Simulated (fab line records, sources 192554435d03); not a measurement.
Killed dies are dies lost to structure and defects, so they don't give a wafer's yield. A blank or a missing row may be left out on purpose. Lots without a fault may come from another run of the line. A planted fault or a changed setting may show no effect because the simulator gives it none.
Chamber matching | flow n5_finfet | N5_BEOL_M1_ETCH_74 on rie_diel-02: 4 sister chambers
The step etches underlayer in N2/H2, target depth 6.5 nm, time 5.2 s. 8 wafers are shown with their chamber, then 7 later ones without.

WAFERS WITH THEIR CHAMBER
wafer  | chamber | showerhead_plenum_p_Torr (Torr) | drypump_motor_current_A (A)
L075.2 | 1       | 2.72                            | 6.6
L079.1 | 0       | 2.62                            | 6.1
L083.2 | 0       | 2.62                            | 6.2
L083.6 | 2       | 2.45                            | 5.3
L084.1 | 2       | 2.45                            | 5.3
L084.6 | 3       | 2.59                            | 5.2
L086.1 | 1       | 2.71                            | 6.6
L086.5 | 3       | 2.59                            | 5.2

WAFERS WITHOUT THEIR CHAMBER
wafer  | showerhead_plenum_p_Torr (Torr) | drypump_motor_current_A (A)
L086.6 | 2.71                            | 6.5
L089.2 | 2.58                            | 5.3
L089.3 | 2.71                            | 6.5
L089.6 | 2.44                            | 5.3
L091.1 | 2.62                            | 6.1
L091.2 | 2.58                            | 5.2
L091.6 | 2.58                            | 5.2

WHICH CHAMBER EACH WENT THROUGH
wafer  | from the rows above | in truth
L086.6 | 1                   | 1
L089.2 | 3                   | 3
L089.3 | 1                   | 1
L089.6 | 2                   | 2
L091.1 | 0                   | 0
L091.2 | 3                   | 3
L091.6 | 3                   | 3
Placed correctly: 7 of 7. Can't be placed from these rows: 0. Placed wrongly: 0.
How it was worked out, from the rows above alone: a wafer's distance from a chamber is the root of the sum, over the readings, of the square of ((its reading less the chamber's mean) divided by the reading's scatter). The wafer belongs to the nearest chamber; if the next one is less than 2 further off, it can't be placed. A chamber's mean is the mean of its shown wafers. The scatter: the root of (the sum of the squares of (reading less its chamber's mean) over the shown wafers, divided by (wafers less chambers)).
